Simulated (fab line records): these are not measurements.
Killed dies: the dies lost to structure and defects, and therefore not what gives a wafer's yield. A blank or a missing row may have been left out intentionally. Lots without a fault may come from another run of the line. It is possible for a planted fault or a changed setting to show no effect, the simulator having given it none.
Which tool did it? / flow n5 finfet / 12 lots, 36 wafers sampled, at 2 steps of a route of 1938

WHAT THE GAUGES SHOWED, per wafer
N5_BEOL_M1_OCD_MEAS_38.
lot=L075; measured=day 6 13:46; on=ocd-02; trench depth nm (nm)=54.5 54.7 55.9
lot=L078; measured=day 6 22:40; on=ocd-01; trench depth nm (nm)=57.3 55.1 55.5
lot=L079; measured=day 7 10:13; on=ocd-02; trench depth nm (nm)=53.9 54.9 55.6
lot=L081; measured=day 8 06:08; on=ocd-01; trench depth nm (nm)=55.9 55.4 55.8
lot=L084; measured=day 8 13:26; on=ocd-01; trench depth nm (nm)=54.6 54.5 54.6
lot=L085; measured=day 8 22:30; on=ocd-02; trench depth nm (nm)=55.1 55.1 54.3
lot=L087; measured=day 9 08:38; on=ocd-02; trench depth nm (nm)=55.1 54.2 54.2
lot=L089; measured=day 10 03:22; on=ocd-01; trench depth nm (nm)=55.0 55.4 56.6
lot=L091; measured=day 10 08:17; on=ocd-02; trench depth nm (nm)=55.6 57.0 55.9
lot=L093; measured=day 11 06:11; on=ocd-01; trench depth nm (nm)=58.1 54.9 57.4
lot=L094; measured=day 11 14:49; on=ocd-01; trench depth nm (nm)=55.3 55.1 54.8
lot=L096; measured=day 12 11:43; on=ocd-01; trench depth nm (nm)=55.1 55.9 55.2

WHICH TOOL RAN EACH LOT (tool, then ch and the chambers of the sampled wafers, then the start)
lot=L075; N5_BEOL_M1_VIA_ETCH_34=rie diel-01 ch 1,2,3, day 6 13:31
lot=L078; N5_BEOL_M1_VIA_ETCH_34=rie diel-01 ch 0,1,3, day 6 22:25
lot=L079; N5_BEOL_M1_VIA_ETCH_34=rie diel-04 ch 0,2, day 7 09:58
lot=L081; N5_BEOL_M1_VIA_ETCH_34=rie diel-01 ch 1,2, day 8 05:52
lot=L084; N5_BEOL_M1_VIA_ETCH_34=rie diel-01 ch 0,2, day 8 13:11
lot=L085; N5_BEOL_M1_VIA_ETCH_34=rie diel-04 ch 0,2, day 8 22:14
lot=L087; N5_BEOL_M1_VIA_ETCH_34=rie diel-04 ch 0,1,2, day 9 08:23
lot=L089; N5_BEOL_M1_VIA_ETCH_34=rie diel-01 ch 0,1,3, day 10 03:06
lot=L091; N5_BEOL_M1_VIA_ETCH_34=rie diel-01 ch 1,2,3, day 10 08:01
lot=L093; N5_BEOL_M1_VIA_ETCH_34=rie diel-01 ch 0,3, day 11 05:56
lot=L094; N5_BEOL_M1_VIA_ETCH_34=rie diel-01 ch 0,2, day 11 14:34
lot=L096; N5_BEOL_M1_VIA_ETCH_34=rie diel-01 ch 0,1,2, day 12 11:28
- N5_BEOL_M1_VIA_ETCH_34: etches the open film in C4F6/O2, target depth 67.8 nm, time 64.4 s.

THE ANSWER, worked out from the rows above alone
Rule: the lots themselves supply what counts as usual. The widest of any qualifying gaps counts: lots, ordered by their means at a reading, are off when they make up no more than a third of the lots, leave a main group of 4 or more, and stand apart from it by 3 or more times the standard deviation of that group's means. A main group whose means are all the same, to the digits that the tables above print for the reading, isn't used. A lot without any number at a reading at which 4 lots or more have one is off too. All remaining lots with rows at the step are treated as sound.
No lot is off at any reading shown: from this, nothing can be told.

WHAT WAS PUT IN BY THE SIMULATOR
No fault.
